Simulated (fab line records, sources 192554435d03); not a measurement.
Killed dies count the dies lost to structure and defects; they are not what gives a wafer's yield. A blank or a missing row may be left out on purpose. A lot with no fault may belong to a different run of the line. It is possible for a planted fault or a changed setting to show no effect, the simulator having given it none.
Matching of chambers | flow n5Finfet | cvdCo-02 running N5_BEOL_M5_CO_CAP_78: 3 sister chambers
The step material Co, precursor CCTBA/H2, target thk 2 nm, time 102.1 s. 36 wafers are shown with their chamber, then 12 later ones without.

== EACH WAFER AND ITS CHAMBER ==
wafer  | chamber | heaterPowerOuterW (W) | heaterPowerW (W)
L075.4 | 2       | 116                   | 224
L075.5 | 0       | 136                   | 263
L075.6 | 1       | 137                   | 231
L076.2 | 2       | 117                   | 227
L076.3 | 1       | 132                   | 232
L076.6 | 2       | 114                   | 231
L078.2 | 0       | 140                   | 265
L078.3 | 2       | 116                   | 225
L078.4 | 1       | 135                   | 230
L077.3 | 1       | 133                   | 222
L077.5 | 1       | 133                   | 234
L077.6 | 2       | 118                   | 227
L079.1 | 0       | 136                   | 266
L079.2 | 1       | 135                   | 230
L079.6 | 2       | 117                   | 228
L080.1 | 1       | 135                   | 224
L080.3 | 2       | 115                   | 221
L080.4 | 2       | 115                   | 227
L081.1 | 1       | 136                   | 233
L081.3 | 2       | 114                   | 225
L081.6 | 0       | 135                   | 277
L084.2 | 0       | 136                   | 270
L084.3 | 1       | 133                   | 225
L084.6 | 0       | 138                   | 268
L085.2 | 0       | 138                   | 267
L085.4 | 1       | 137                   | 233
L085.5 | 0       | 136                   | 268
L086.2 | 1       | 136                   | 227
L086.3 | 2       | 116                   | 228
L086.6 | 1       | 135                   | 237
L087.3 | 0       | 136                   | 267
L087.5 | 0       | 137                   | 275
L087.6 | 2       | 119                   | 231
L089.1 | 0       | 136                   | 266
L089.2 | 2       | 117                   | 232
L089.3 | 1       | 134                   | 237

SIGNATURES, as means of the wafers listed above
reading           | chamber 0 | chamber 1 | chamber 2 | scatter within a chamber
heaterPowerOuterW | 136.73    | 134.69    | 116.17    | 1.52
heaterPowerW      | 268.36    | 230.38    | 227.17    | 4.11
Rule: for a wafer and a chamber, the distance is found by dividing, reading by reading, the gap between the wafer's reading and the chamber's mean by the reading's scatter, squaring, summing and taking the root. If the next closest chamber is less than 2 further off than the closest, the wafer can't be placed; otherwise it belongs to the closest. The scatter is the square root of a quotient: the sum, over the shown wafers, of each reading's squared deviation from its chamber's mean, divided by wafers minus chambers.

== WAFERS WITH NO CHAMBER GIVEN ==
wafer  | heaterPowerOuterW (W) | heaterPowerW (W)
L090.1 | 136                   | 242
L090.3 | 137                   | 267
L090.5 | 119                   | 228
L095.2 | 136                   | 226
L095.5 | 138                   | 270
L095.6 | 133                   | 225
L094.3 | 115                   | 225
L094.4 | 114                   | 225
L094.6 | 137                   | 231
L097.2 | 136                   | 233
L097.4 | 117                   | 228
L097.6 | 135                   | 276

== EACH ONE'S CHAMBER ==
wafer  | from the rows above | in truth
L090.1 | 1                   | 1
L090.3 | 0                   | 0
L090.5 | 2                   | 2
L095.2 | 1                   | 1
L095.5 | 0                   | 0
L095.6 | 1                   | 1
L094.3 | 2                   | 2
L094.4 | 2                   | 2
L094.6 | 1                   | 1
L097.2 | 1                   | 1
L097.4 | 2                   | 2
L097.6 | 0                   | 0
Placed correctly: 12 of 12. Number that these rows cannot place: 0. 0 placed wrongly.
